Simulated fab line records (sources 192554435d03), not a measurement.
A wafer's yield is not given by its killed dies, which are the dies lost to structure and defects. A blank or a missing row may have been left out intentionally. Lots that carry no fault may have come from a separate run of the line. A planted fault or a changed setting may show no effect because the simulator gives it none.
fab line records    flow n5Finfet
record lots=8  wafers=24  lastDay=17
route steps=1938 shown BEOL_M4@1092 PASSIVATION@1936
lots untouched by any fault: they come from a run of this same line in which no faults occurred
startH: start of the lot's first displayed wafer, in hours after the record's first day    waitH: hours since the lot's step before    " same as the row above    L1.1+2: a row that stands for several wafers    - no value present, or no start provided    * or withheld: withheld    < > ~ a bound
route shown NAME@n: names a module that has steps shown in the file, with the first one's number in the route    usual: the fault-free wafers' mean and standard deviation    same: alike in all rows    chamber/n: place in a boat    sites: readings site by site    _std_site: the standard deviation of these    _edge_site: mean of outer sites minus mean of inner sites    radiusMm: for every site, how far away it sits from the centre of the wafer    mask NAME#n: copy n    behind: the tool/chamber that last shaped the wafer    hold: why the lot went on hold/how many hours it stayed there/how the hold came to an end    device: whichever transistor did not switch (one of n, p or np)    end of line: the tests these same wafers got at the end of their route    where a step has no rows: the recipe by itself    killed: at the first sort, the dies lost to defects and structure; wafer yield is something else    map: a wafer's dies, marking killed ones x, the rest . and places with no die _
set.NAME: the setting the step ran with; set.NAME@STEP: the setting that earlier step ran with    model.NAME: the simulator's own value behind a step, which no gauge read
route steps across a sampled set of lots; one table per step, one row per wafer
services: a tool's chamber out of use, with start hour (startH, from the record's first day; less than 0 if before it), hours out, and reason
## steps
# step N5_BEOL_M4_SPUTTER_88
# recipe material=Cu  targetThkA=45  tempC=-20  chamberPressurePa=0.07  powerW=withheld  timeS=8.29
# usual chamberPressurePa=0.06999/0.00014  chuckSensorTempC=-15.9/0.42  susceptorTempC=-20.02/0.11  throttleValvePct=29.9/0.91
lot.wafer  tool           chamber  startH  waitH  chamberPressurePa  chuckSensorTempC  susceptorTempC  throttleValvePct
L168.1     pvdSputter-01  -        160.50  0.1    0.07011            -15.6             -20.00          29.8
L168.2     "              -        "       "      0.07001            -16.0             -20.07          30.3
L168.3     "              -        "       "      0.06988            -15.5             -20.02          31.2
L170.2     pvdSputter-02  -        177.56  0.1    0.06995            -15.7             -20.13          31.5
L170.5     "              -        "       "      0.06987            -15.7             -20.17          30.9
L170.6     "              -        "       "      0.07024            -16.3             -20.08          28.7
L172.2     pvdSputter-03  -        183.37  0.1    0.06997            -17.0             -20.09          29.8
L172.4     "              -        "       "      0.07003            -15.6             -19.99          30.2
L172.6     "              -        "       "      0.07002            -16.7             -20.10          29.9
L176.2     pvdSputter-03  -        206.85  0.1    0.06999            -15.5             -20.10          30.2
L176.3     "              -        "       "      0.06987            -15.6             -19.83          29.2
L176.6     "              -        "       "      0.07008            -15.6             -20.02          30.2
L175.1     pvdSputter-02  -        210.55  0.1    0.07015            -16.2             -19.87          29.1
L175.3     "              -        "       "      0.07009            -15.8             -20.22          31.4
L175.6     "              -        "       "      0.06983            -16.1             -20.26          28.3
L178.1     pvdSputter-03  -        221.53  0.1    0.07002            -15.6             -20.14          30.5
L178.2     "              -        "       "      0.07013            -16.0             -20.07          30.7
L178.4     "              -        "       "      0.06997            -17.0             -20.07          29.8
L181.4     pvdSputter-01  -        240.24  0.1    0.07006            -15.6             -19.78          30.6
L181.5     "              -        "       "      0.06985            -15.7             -19.73          29.7
L181.6     "              -        "       "      0.07021            -15.5             -20.06          27.8
L191.3     pvdSputter-01  -        297.97  0.1    0.07003            -16.3             -19.70          30.5
L191.4     "              -        "       "      0.07011            -15.5             -19.78          30.8
L191.6     "              -        "       "      0.06964            -15.5             -19.88          28.2
# step N5_BEOL_M4_SPUTTER_90
# recipe material=Cu  targetThkA=45  tempC=-20  chamberPressurePa=0.07  powerW=withheld  timeS=8.29
# usual chamberPressurePa=0.07001/0.00015  chuckSensorTempC=-15.9/0.42  susceptorTempC=-20.01/0.11  throttleValvePct=29.9/0.91
lot.wafer  tool           chamber  startH  waitH  chamberPressurePa  chuckSensorTempC  susceptorTempC  throttleValvePct
L168.1     pvdSputter-01  -        160.72  0.1    0.06974            -15.5             -20.08          29.7
L168.2     "              -        "       "      0.06975            -16.2             -19.89          30.5
L168.3     "              -        "       "      0.07002            -15.4             -19.90          30.8
L170.2     pvdSputter-02  -        177.78  0.1    0.0699             -15.7             -20.11          31.2
L170.5     "              -        "       "      0.06985            -15.6             -19.98          31.3
L170.6     "              -        "       "      0.06988            -16.3             -20.08          28.9
L172.2     pvdSputter-03  -        183.59  0.1    0.06994            -17.1             -19.97          30.0
L172.4     "              -        "       "      0.0699             -15.6             -19.90          30.0
L172.6     "              -        "       "      0.06993            -16.7             -19.94          29.7
L176.2     pvdSputter-03  -        207.07  0.1    0.06984            -15.5             -19.97          30.4
L176.3     "              -        "       "      0.07004            -15.6             -19.93          29.2
L176.6     "              -        "       "      0.07007            -15.5             -20.01          30.3
L175.1     pvdSputter-02  -        210.77  0.1    0.07003            -16.2             -19.86          28.8
L175.3     "              -        "       "      0.07014            -15.8             -20.04          31.3
L175.6     "              -        "       "      0.07007            -16.1             -19.94          28.4
L178.1     pvdSputter-03  -        221.75  0.1    0.06988            -15.3             -20.03          30.2
L178.2     "              -        "       "      0.06982            -15.9             -20.04          30.4
L178.4     "              -        "       "      0.06993            -16.7             -20.23          30.1
L181.4     pvdSputter-01  -        240.46  0.1    0.07005            -15.5             -19.88          31.1
L181.5     "              -        "       "      0.07012            -15.5             -19.89          29.9
L181.6     "              -        "       "      0.06996            -15.5             -19.93          28.0
L191.3     pvdSputter-01  -        298.19  0.1    0.06991            -16.1             -20.06          30.6
L191.4     "              -        "       "      0.07008            -15.7             -20.09          31.0
L191.6     "              -        "       "      0.06998            -15.7             -19.98          28.0
# step N5_BEOL_M4_SPUTTER_94
# recipe material=Cu  targetThkA=45  tempC=-20  chamberPressurePa=0.07  powerW=withheld  timeS=8.29
# usual chamberPressurePa=0.07/0.00015  chuckSensorTempC=-15.9/0.42  susceptorTempC=-19.98/0.11  throttleValvePct=29.9/0.9
lot.wafer  tool           chamber  startH  waitH  chamberPressurePa  chuckSensorTempC  susceptorTempC  throttleValvePct
L168.1     pvdSputter-01  -        161.16  0.1    0.0697             -15.7             -20.04          29.7
L168.2     "              -        "       "      0.07011            -16.0             -20.23          30.7
L168.3     "              -        "       "      0.07024            -15.4             -20.00          31.0
L170.2     pvdSputter-02  -        178.22  0.1    0.06995            -15.8             -19.88          31.2
L170.5     "              -        "       "      0.07006            -15.8             -19.99          31.4
L170.6     "              -        "       "      0.06993            -16.1             -20.00          28.7
L172.2     pvdSputter-03  -        184.03  0.1    0.07015            -16.6             -19.81          29.8
L172.4     "              -        "       "      0.06978            -15.8             -19.87          30.0
L172.6     "              -        "       "      0.07032            -16.8             -19.85          29.9
L176.2     pvdSputter-03  -        207.51  0.1    0.07025            -15.6             -19.89          30.2
L176.3     "              -        "       "      0.07033            -15.6             -19.99          29.2
L176.6     "              -        "       "      0.07002            -15.5             -19.95          30.1
L175.1     pvdSputter-02  -        211.21  0.1    0.07006            -16.1             -19.84          28.9
L175.3     "              -        "       "      0.0701             -15.7             -19.99          31.1
L175.6     "              -        "       "      0.06998            -16.0             -19.88          28.5
L178.1     pvdSputter-03  -        222.19  0.1    0.06979            -15.5             -19.82          30.3
L178.2     "              -        "       "      0.06991            -15.9             -20.01          30.8
L178.4     "              -        "       "      0.0703             -16.9             -19.78          30.0
L181.4     pvdSputter-01  -        240.90  0.1    0.06985            -15.6             -19.91          30.8
L181.5     "              -        "       "      0.07               -15.6             -19.94          29.6
L181.6     "              -        "       "      0.06989            -15.5             -19.98          27.9
L191.3     pvdSputter-01  -        298.63  0.1    0.0702             -16.2             -19.66          30.7
L191.4     "              -        "       "      0.06982            -15.5             -20.08          31.1
L191.6     "              -        "       "      0.06992            -15.6             -19.81          27.9
# step N5_BEOL_M4_CMP_52
# recipe stopOn=SiOC  tOverpolishS=6.8  downForcePsi=1  platenRpm=50  clearingPlatenDownForcePsi=1.5  clearingPlatenRpm=50  postCmpClean=cuAlkaline  targetThkNm=40  clearingPlatenPadVelocityMS=0.99484  padVelocityMS=0.99484
# usual barrierFieldEndpointS=24.6/0.64  edgeZonePressureFrac=1.000/0.0049  motorCurrentA=5.8/0.42  overpolishRunS=6.801/0.0086  retainingRingPressureFrac=1.000/0.005  timeToEndpointS=62/3.3
lot.wafer  tool    chamber  startH  waitH  barrierFieldEndpointS  edgeZonePressureFrac  motorCurrentA  overpolishRunS  retainingRingPressureFrac  timeToEndpointS
L168.3     cmp-01  0        161.89  0.2    24.6                   0.995                 5.0            6.800           1.000                      62
L168.2     "       1        "       "      25.4                   1.005                 4.8            6.802           1.005                      67
L168.1     "       3        "       "      24.5                   1.005                 5.6            6.798           0.996                      61
L170.2     cmp-04  2        179.03  0.3    25.0                   0.992                 5.5            6.797           0.998                      64
L170.6     "       0        "       "      26.0                   1.001                 6.2            6.809           0.996                      67
L170.5     "       1        "       "      24.9                   0.995                 5.6            6.792           0.993                      60
L172.2     cmp-04  0        184.78  0.2    24.8                   1.005                 6.4            6.800           0.991                      59
L172.4     "       2        "       "      24.7                   1.009                 5.9            6.788           0.992                      58
L172.6     "       3        "       "      23.9                   1.001                 5.5            6.805           1.002                      58
L176.2     cmp-03  1        208.26  0.2    24.5                   0.996                 5.9            6.814           0.993                      63
L176.3     "       2        "       "      25.2                   0.997                 6.3            6.807           1.002                      62
L176.6     "       0        "       "      24.0                   0.995                 6.2            6.793           0.999                      58
L175.1     cmp-03  3        211.92  0.3    24.5                   1.001                 5.5            6.807           0.996                      63
L175.3     "       1        "       "      24.9                   1.009                 5.8            6.808           0.998                      60
L175.6     "       3        "       "      25.0                   1.003                 5.6            6.788           0.998                      61
L178.1     cmp-04  3        222.91  0.3    24.7                   1.003                 5.1            6.797           1.003                      62
L178.2     "       0        "       "      24.4                   0.993                 6.5            6.789           0.999                      65
L178.4     "       2        "       "      24.0                   0.990                 6.0            6.805           1.001                      60
L181.4     cmp-04  3        241.69  0.2    24.2                   1.000                 5.6            6.799           0.999                      61
L181.5     "       1        "       "      41.1                   0.995                 5.3            0.050           0.999                      81
L181.6     "       2        "       "      41.2                   1.003                 5.9            0.036           1.012                      81
L191.3     cmp-03  0        299.43  0.2    23.5                   0.992                 5.7            6.813           1.000                      56
L191.4     "       1        "       "      24.8                   1.001                 6.1            6.798           1.007                      61
L191.6     "       2        "       "      24.0                   0.990                 6.4            6.802           0.995                      57
# step N5_BEOL_M4_THK_MEAS_53
# recipe thkMeasGauge=xrf  reads=Cu_of_BEOL_M4_ECD_50
# usual M4_THK=40.1/1.5
lot.wafer  tool          chamber  startH  waitH  M4_THK[nm]
L168.1     filmMetro-01  -        162.18  -      41.4
L168.2     "             -        "       "      41.7
L168.3     "             -        "       "      37.9
L170.2     filmMetro-01  -        179.25  -      37.0
L170.5     "             -        "       "      38.8
L170.6     "             -        "       "      42.6
L172.2     filmMetro-02  -        185.04  -      39.5
L172.4     "             -        "       "      39.2
L172.6     "             -        "       "      39.5
L176.2     filmMetro-02  -        208.52  -      40.4
L176.3     "             -        "       "      37.1
L176.6     "             -        "       "      38.8
L175.1     filmMetro-01  -        212.21  -      42.4
L175.3     "             -        "       "      40.6
L175.6     "             -        "       "      42.2
L178.1     filmMetro-01  -        223.21  -      41.6
L178.2     "             -        "       "      41.2
L178.4     "             -        "       "      38.4
L181.4     filmMetro-02  -        241.91  -      41.2
L181.5     "             -        "       "      146.5
L181.6     "             -        "       "      147.5
L191.3     filmMetro-01  -        299.65  -      39.2
L191.4     "             -        "       "      38.1
L191.6     "             -        "       "      40.3
# step N5_BEOL_M4_INSPECT_59
# recipe inspectInstrument=darkfield  mode=postDep
# usual rawDefectCount=75/26
lot.wafer  tool              chamber  startH  waitH  rawDefectCount
L168.1     defectInspect-02  -        162.47  0.0    111
L168.2     "                 -        "       "      60
L168.3     "                 -        "       "      55
L170.2     defectInspect-02  -        179.54  0.0    77
L170.5     "                 -        "       "      79
L170.6     "                 -        "       "      61
L172.2     defectInspect-02  -        185.37  0.0    81
L172.4     "                 -        "       "      60
L172.6     "                 -        "       "      48
L176.2     defectInspect-01  -        208.93  0.0    149
L176.3     "                 -        "       "      80
L176.6     "                 -        "       "      100
L175.1     defectInspect-01  -        212.53  0.0    65
L175.3     "                 -        "       "      52
L175.6     "                 -        "       "      50
L178.1     defectInspect-01  -        223.49  0.0    79
L178.2     "                 -        "       "      78
L178.4     "                 -        "       "      95
L181.4     defectInspect-02  -        242.24  0.0    32
L181.5     "                 -        "       "      4968
L181.6     "                 -        "       "      4876
L191.3     defectInspect-02  -        299.93  0.0    49
L191.4     "                 -        "       "      106
L191.6     "                 -        "       "      78
# step N5_BEOL_M4_RC_MEAS_101
# usual DIBL_N=36.6/2.1  DIBL_P=36.3/2.2  IOFF_N=0.16/0.036  IOFF_P=0.21/0.038  ION_N=671/12  ION_P=460/7.5  SS_N=71.8/0.72  SS_P=73.3/0.72  VT_N=250/3.2  VT_P=-250/3.5
lot.wafer  tool       chamber  startH  waitH  DIBL_N[mV/V]  DIBL_P[mV/V]  IOFF_N[nA/um]  IOFF_P[nA/um]  ION_N[uA/um]  ION_P[uA/um]  SS_N[mV/dec]  SS_P[mV/dec]  VT_N[mV]  VT_P[mV]
L168.1     prober-02  0        162.49  0.0    40.1          39.8          0.20           0.21           675           456           72.6          73.9          248       -254
L168.2     "          0        "       "      35.0          35.4          0.12           0.16           655           453           71.2          72.8          253       -257
L168.3     "          0        "       "      37.9          38.1          0.16           0.19           669           456           71.4          73.9          252       -257
L170.2     prober-02  0        179.72  0.2    35.4          36.4          0.17           0.22           661           459           72.0          74.1          250       -251
L170.5     "          0        "       "      36.8          37.3          0.20           0.23           678           460           72.4          74.3          245       -250
L170.6     "          0        "       "      38.4          40.0          0.23           0.28           680           461           72.7          74.9          243       -248
L172.2     prober-01  0        185.55  0.2    39.1          39.6          0.20           0.25           683           458           72.3          74.0          249       -247
L172.4     "          0        "       "      34.7          33.7          0.13           0.17           654           451           71.3          72.3          252       -252
L172.6     "          0        "       "      33.8          33.0          0.11           0.15           656           454           70.9          72.3          252       -255
L176.2     prober-01  0        209.11  0.2    35.7          35.6          0.16           0.21           674           459           71.9          73.0          248       -252
L176.3     "          0        "       "      36.0          36.6          0.16           0.23           673           462           71.8          73.2          250       -249
L176.6     "          0        "       "      35.9          36.8          0.16           0.22           673           458           72.2          73.3          249       -250
L175.1     prober-02  0        212.55  0.0    38.0          36.7          0.17           0.23           659           459           72.0          73.5          249       -247
L175.3     "          0        "       "      39.1          37.5          0.18           0.24           674           465           72.2          73.8          248       -248
L175.6     "          0        "       "      40.2          38.5          0.21           0.26           673           461           72.8          73.4          245       -247
L178.1     prober-01  0        223.52  0.0    32.1          31.7          0.12           0.17           668           470           69.9          72.2          253       -250
L178.2     "          0        "       "      36.3          35.6          0.18           0.24           686           471           72.0          73.1          248       -247
L178.4     "          0        "       "      36.9          36.6          0.18           0.25           673           465           72.1          73.4          248       -246
L181.4     prober-01  0        242.73  0.5    40.5          39.9          0.23           0.26           696           469           72.1          74.7          244       -249
L191.3     prober-02  0        300.27  0.3    35.4          34.1          0.15           0.20           671           462           70.7          73.4          250       -248
L191.4     "          0        "       "      36.7          37.2          0.17           0.27           686           478           71.8          73.5          247       -245
L191.6     "          0        "       "      36.5          36.3          0.16           0.23           678           467           71.5          74.0          249       -246
# step N5_PASSIVATION_PROBE_49
# usual defectLimitedYield=91.1/1.4  killed_at_M0_to_M3=33/9.1  killed_at_M4_up=14/5.6  killedAtContacts=13/5.7  killedAtFrontEnd=42/12  killedAtOther=4/3  killedDies=105/16  killedOnRim=13/4  killedOpen=69/11  killedShort=34/7.5  sort_bin_5_function=5.2/0.91  sort_bin_6_memory=3.3/0.64  sortNPass=1075/16  sortYieldPct=91.1/1.4
# same grossDies=1180  killedAtBackSide=0  sort_bin_4_leakage[%]=0  sort_bin_8_speed[%]=0
lot.wafer  tool       chamber  startH  waitH  defectLimitedYield[%]  killed_at_M0_to_M3  killed_at_M4_up  killedAtContacts  killedAtFrontEnd  killedAtOther  killedDies  killedOnRim  killedOpen  killedShort  sort_bin_5_function[%]  sort_bin_6_memory[%]  sortNPass  sortYieldPct[%]
L168.1     prober-02  -        262.73  0.0    90.3                   28                  19               11                54                2              114         14           73          37           5.4                     3.6                   1066       90.3
L168.2     prober-02  -        262.78  0.1    91.6                   28                  24               12                33                2              99          10           66          28           4.5                     3.6                   1081       91.6
L168.3     prober-02  -        262.83  0.1    91.5                   29                  13               6                 51                1              100         9            66          33           4.4                     3.8                   1080       91.5
L170.2     prober-02  -        281.85  0.1    90.8                   31                  15               31                26                5              108         11           73          33           5.6                     3.5                   1072       90.8
L170.5     prober-02  -        282.00  0.2    92.6                   26                  21               11                24                5              87          15           59          23           4.3                     3.0                   1093       92.6
L170.6     prober-02  -        282.05  0.3    92.0                   25                  24               11                29                5              94          17           64          30           4.8                     2.9                   1086       92.0
L172.2     prober-01  -        283.81  0.1    91.3                   18                  13               19                51                2              103         8            61          42           4.9                     3.3                   1077       91.3
L172.4     prober-01  -        283.91  0.2    91.7                   31                  13               14                33                7              98          11           54          40           5.1                     2.9                   1082       91.7
L172.6     prober-01  -        284.01  0.3    91.9                   35                  10               15                34                1              95          8            61          32           5.4                     2.3                   1085       91.9
L176.2     prober-02  -        309.78  0.1    92.3                   36                  10               15                28                2              91          13           65          26           4.6                     3.1                   1089       92.3
L176.3     prober-02  -        309.83  0.1    89.5                   41                  13               16                53                1              124         8            72          51           5.8                     4.0                   1056       89.5
L176.6     prober-02  -        309.98  0.3    91.0                   45                  3                13                41                4              106         18           63          42           5.2                     3.1                   1074       91.0
L175.1     prober-01  -        311.01  0.2    92.3                   37                  12               11                30                1              91          14           64          25           4.4                     3.1                   1089       92.3
L175.3     prober-01  -        311.11  0.3    92.9                   26                  8                11                39                0              84          7            51          33           4.4                     2.4                   1096       92.9
L175.6     prober-01  -        311.26  0.4    89.6                   32                  10               8                 68                5              123         15           80          43           6.0                     4.0                   1057       89.6
L178.1     prober-01  -        323.05  0.0    92.5                   22                  9                16                29                12             88          10           56          32           4.7                     2.2                   1092       92.5
L178.2     prober-01  -        323.10  0.1    94.0                   16                  12               8                 32                3              71          10           40          30           3.4                     2.3                   1109       94.0
L178.4     prober-01  -        323.20  0.2    91.9                   24                  10               8                 49                4              95          9            59          33           4.4                     3.4                   1085       91.9
L181.4     prober-02  -        341.60  0.2    90.7                   28                  14               14                51                3              110         20           71          39           5.4                     3.6                   1070       90.7
L181.5     prober-02  -        341.65  0.2    0                      26                  1106             10                35                3              1180        152          51          31           4.3                     2.5                   0          0
L181.6     prober-02  -        341.70  0.3    0                      30                  1105             6                 39                0              1180        152          61          25           4.2                     2.8                   0          0
L191.3     prober-01  -        410.74  0.1    89.2                   23                  13               17                65                10             128         16           79          42           6.4                     3.9                   1052       89.2
L191.4     prober-01  -        410.79  0.2    90.7                   31                  8                17                48                6              110         12           67          39           5.1                     3.6                   1070       90.7
L191.6     prober-01  -        410.89  0.3    91.0                   31                  9                12                50                4              106         12           65          37           4.9                     3.8                   1074       91.0
# killed by level:class
L168.1 FIN_SAQP:geometricParticle:open=15 STI_FIN_REVEAL:geometricParticle:open=13 BEOL_M3:geometricParticle:open=10 FIN_SAQP:geometricParticle:short=8 MOL_CONTACT_COAG:geometricParticle:open=7 BEOL_M4:geometricParticle:open=5 BEOL_M0_SAQP:geometricParticle:open=5 MOL_CONTACT_COAG:geometricParticle:short=4
L168.2 BEOL_M4:geometricParticle:open=15 FIN_SAQP:geometricParticle:open=10 BEOL_M3:geometricParticle:open=10 FIN_SAQP:geometricParticle:short=8 MOL_CONTACT_COAG:geometricParticle:open=8 GATE_CUT:geometricParticle:short=5 BEOL_M2:geometricParticle:open=5 MOL_CONTACT_COAG:geometricParticle:short=4
L168.3 FIN_SAQP:geometricParticle:short=14 BEOL_M3:geometricParticle:open=13 FIN_SAQP:geometricParticle:open=11 BEOL_M4:geometricParticle:open=8 BEOL_M2:geometricParticle:open=7 MOL_CONTACT_COAG:geometricParticle:open=5 STI_FIN_REVEAL:geometricParticle:open=5 GATE_CUT:geometricParticle:short=5
L170.2 MOL_CONTACT_COAG:geometricParticle:open=23 BEOL_M3:geometricParticle:open=8 MOL_CONTACT_COAG:geometricParticle:short=7 BEOL_M2:geometricParticle:open=6 BEOL_M5:geometricParticle:open=6 GATE_CUT:geometricParticle:short=5 BEOL_M0_SAQP:geometricParticle:open=5 BEOL_M4:geometricParticle:open=4
L170.5 BEOL_M4:geometricParticle:open=11 MOL_CONTACT_COAG:geometricParticle:open=10 BEOL_M3:geometricParticle:open=10 FIN_SAQP:geometricParticle:short=5 FIN_SAQP:geometricParticle:open=4 GATE_CUT:geometricParticle:short=4 BEOL_M1:geometricParticle:open=4 BEOL_M3:geometricParticle:short=3
L170.6 BEOL_M3:geometricParticle:open=14 MOL_CONTACT_COAG:geometricParticle:open=10 FIN_SAQP:geometricParticle:short=5 GATE_CUT:geometricParticle:short=5 BEOL_M2:geometricParticle:open=5 BEOL_M4:geometricParticle:short=5 STARTING-WAFER:geometricParticle:open=5 FIN_SAQP:geometricParticle:open=4
L172.2 MOL_CONTACT_COAG:geometricParticle:open=15 FIN_SAQP:geometricParticle:short=12 BEOL_M0_SAQP:geometricParticle:short=9 DUMMY_GATE:geometricParticle:open=8 FIN_SAQP:geometricParticle:open=6 GATE_CUT:geometricParticle:short=6 ILD0:geometricParticle:open=5 MOL_CONTACT_COAG:geometricParticle:short=4
L172.4 FIN_SAQP:geometricParticle:short=12 BEOL_M0_SAQP:geometricParticle:short=11 MOL_CONTACT_COAG:geometricParticle:open=11 FIN_SAQP:geometricParticle:open=8 BEOL_M1:geometricParticle:open=7 BEOL_M0_SAQP:geometricParticle:open=6 GATE_CUT:geometricParticle:open=3 MOL_CONTACT_COAG:geometricParticle:short=3
L172.6 GATE_CUT:geometricParticle:open=8 MOL_CONTACT_COAG:geometricParticle:open=8 BEOL_M0_SAQP:geometricParticle:short=8 FIN_SAQP:geometricParticle:open=7 BEOL_M2:geometricParticle:open=7 BEOL_M3:geometricParticle:open=7 GATE_CUT:geometricParticle:short=6 MOL_CONTACT_COAG:geometricParticle:short=6
L176.2 MOL_CONTACT_COAG:geometricParticle:open=11 FIN_SAQP:geometricParticle:open=8 BEOL_M2:geometricParticle:open=7 STI_FIN_REVEAL:geometricParticle:open=6 BEOL_M1:geometricParticle:open=6 BEOL_M0_SAQP:geometricParticle:short=6 BEOL_M0_SAQP:geometricParticle:open=5 BEOL_M3:geometricParticle:open=5
L176.3 STI_FIN_REVEAL:geometricParticle:open=10 FIN_SAQP:geometricParticle:short=9 BEOL_M1:geometricParticle:open=9 MOL_CONTACT_COAG:geometricParticle:open=9 FIN_SAQP:geometricParticle:open=7 MOL_CONTACT_COAG:geometricParticle:short=7 DUMMY_GATE:geometricParticle:open=6 BEOL_M1:geometricParticle:short=6
L176.6 FIN_SAQP:geometricParticle:short=13 FIN_SAQP:geometricParticle:open=11 BEOL_M1:geometricParticle:open=11 BEOL_M0_SAQP:geometricParticle:short=10 BEOL_M3:geometricParticle:open=10 MOL_CONTACT_COAG:geometricParticle:open=9 BEOL_M0_SAQP:geometricParticle:open=4 BEOL_M2:geometricParticle:short=4
L175.1 BEOL_M0_SAQP:geometricParticle:open=13 MOL_CONTACT_COAG:geometricParticle:open=9 STI_FIN_REVEAL:geometricParticle:open=8 BEOL_M0_SAQP:geometricParticle:short=8 FIN_SAQP:geometricParticle:open=5 DUMMY_GATE:geometricParticle:open=4 BEOL_M1:geometricParticle:open=4 BEOL_M2:geometricParticle:open=4
L175.3 FIN_SAQP:geometricParticle:short=9 BEOL_M0_SAQP:geometricParticle:open=8 STI_FIN_REVEAL:geometricParticle:open=6 MOL_CONTACT_COAG:geometricParticle:open=6 FIN_SAQP:geometricParticle:open=5 MOL_CONTACT_COAG:geometricParticle:short=5 BEOL_M1:geometricParticle:open=5 STARTING-WAFER:geometricParticle:short=5
L175.6 STI_FIN_REVEAL:geometricParticle:open=26 FIN_SAQP:geometricParticle:short=10 BEOL_M0_SAQP:geometricParticle:short=10 BEOL_M0_SAQP:geometricParticle:open=10 FIN_SAQP:geometricParticle:open=8 MOL_CONTACT_COAG:geometricParticle:open=6 STI_FIN_REVEAL:geometricParticle:short=5 DUMMY_GATE:geometricParticle:open=5
L178.1 MOL_CONTACT_COAG:geometricParticle:open=14 FIN_SAQP:geometricParticle:short=9 STI_FIN_REVEAL:geometricParticle:open=9 GATE_CUT:geometricParticle:short=5 BEOL_M2:geometricParticle:open=5 BEOL_M3:geometricParticle:open=5 PASS1_DEP:geometricParticle:open=5 PASS1_DEP:geometricParticle:short=5
L178.2 FIN_SAQP:geometricParticle:short=9 MOL_CONTACT_COAG:geometricParticle:open=6 BEOL_M4:geometricParticle:open=6 GATE_CUT:geometricParticle:short=4 BEOL_M0_SAQP:geometricParticle:short=4 BEOL_M2:geometricParticle:open=4 FIN_SAQP:geometricParticle:open=3 BEOL_M0_SAQP:geometricParticle:open=3
L178.4 STI_FIN_REVEAL:geometricParticle:open=14 FIN_SAQP:geometricParticle:short=12 BEOL_M3:geometricParticle:open=8 MOL_CONTACT_COAG:geometricParticle:open=7 GATE_CUT:geometricParticle:short=5 BEOL_M2:geometricParticle:open=5 BEOL_M4:geometricParticle:open=5 FIN_SAQP:geometricParticle:open=4
L181.4 MOL_CONTACT_COAG:geometricParticle:open=13 DUMMY_GATE:geometricParticle:open=9 FIN_SAQP:geometricParticle:short=8 STI_FIN_REVEAL:geometricParticle:open=6 BEOL_M0_SAQP:geometricParticle:short=6 BEOL_M1:geometricParticle:open=6 BEOL_M3:geometricParticle:open=6 FIN_SAQP:geometricParticle:open=5
L181.5 BEOL_M4:areaCmp=1098 MOL_CONTACT_COAG:geometricParticle:open=8 DUMMY_GATE:geometricParticle:open=6 BEOL_M0_SAQP:geometricParticle:short=6 STI_FIN_REVEAL:geometricParticle:open=5 GATE_CUT:geometricParticle:short=5 BEOL_M0_SAQP:geometricParticle:open=5 BEOL_M2:geometricParticle:open=4
L181.6 BEOL_M4:areaCmp=1094 BEOL_M3:geometricParticle:open=12 GATE_CUT:geometricParticle:short=8 DUMMY_GATE:geometricParticle:open=6 MOL_CONTACT_COAG:geometricParticle:open=6 BEOL_M2:geometricParticle:open=6 FIN_SAQP:geometricParticle:open=5 FIN_SAQP:geometricParticle:short=5
L191.3 STI_FIN_REVEAL:geometricParticle:open=17 FIN_SAQP:geometricParticle:short=16 FIN_SAQP:geometricParticle:open=13 MOL_CONTACT_COAG:geometricParticle:open=13 BEOL_M4:geometricParticle:open=7 MIM_TOP:geometricParticle:open=5 STI_FIN_REVEAL:geometricParticle:short=4 BEOL_M3:geometricParticle:open=4
L191.4 MOL_CONTACT_COAG:geometricParticle:open=12 FIN_SAQP:geometricParticle:open=10 FIN_SAQP:geometricParticle:short=9 STI_FIN_REVEAL:geometricParticle:open=9 BEOL_M0_SAQP:geometricParticle:open=6 BEOL_M2:geometricParticle:short=5 ILD0:geometricParticle:short=5 BEOL_M1:geometricParticle:open=5
L191.6 FIN_SAQP:geometricParticle:open=14 FIN_SAQP:geometricParticle:short=12 MOL_CONTACT_COAG:geometricParticle:open=10 BEOL_M1:geometricParticle:open=8 BEOL_M2:geometricParticle:open=6 STI_FIN_REVEAL:geometricParticle:open=5 STI_FIN_REVEAL:geometricParticle:short=4 BEOL_M4:geometricParticle:open=4
## services
tool           chamber  startH  hours  kind
cmp-03         -        152.68  4.0    pm
cmp-03         -        156.68  -      consumableReplace:conditioner
cmp-03         -        156.68  -      consumableReplace:pad
pvdSputter-01  -        161.78  0.8    repair
cmp-01         -        165.80  0.3    repair
cmp-01         -        182.22  4.0    pm
cmp-01         -        186.22  -      consumableReplace:conditioner
cmp-01         -        186.22  -      consumableReplace:pad
cmp-01         -        186.22  4.1    pm
cmp-03         -        192.87  3.3    repair
cmp-04         -        209.70  5.9    pm
cmp-01         -        238.83  2.8    repair
cmp-03         -        250.71  4.4    repair
cmp-04         -        275.28  4.1    repair
cmp-03         -        282.92  4.9    pm
## key
firstSign step=N5_BEOL_M4_CMP_52  reading=overpolishRunS  direction=down  sigmas=99+  usual=6.801  struck=0.043
effect step=N5_BEOL_M4_CMP_52  reading=barrierFieldEndpointS  direction=up  sigmas=26  usual=24.6  struck=41.2
effect step=N5_BEOL_M4_THK_MEAS_53  reading=M4_THK  direction=up  sigmas=69  usual=40.1  struck=147.0
effect step=N5_BEOL_M4_INSPECT_59  reading=rawDefectCount  direction=up  sigmas=99+  usual=75  struck=4922
effect step=N5_PASSIVATION_PROBE_49  reading=killed_at_M4_up  direction=up  sigmas=99+  usual=14  struck=1106
moreKillsBornAt N5_BEOL_M4_CMP_52@cmp-04=2192
metAt N5_BEOL_M4_CMP_52
struckLots L181
struckWafers L181.5,L181.6
laterRowsLeftOut L181.5,L181.6
notActingAt N5_BEOL_M4_SPUTTER_88,N5_BEOL_M4_SPUTTER_90,N5_BEOL_M4_SPUTTER_94
onsetBetween 222.91 241.69
fault kind=processParameterDrift  tool=cmp-04  chamber=-  onsetH=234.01  steps=N5_BEOL_M4_CMP_52  channel=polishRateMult  offset=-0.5  shape=step  endH=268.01  scope=struckWafersOnly
# laterRowsLeftOut: the simulator's readings of these wafers behind a module that went badly wrong aren't trusted and aren't shown, but for the sort
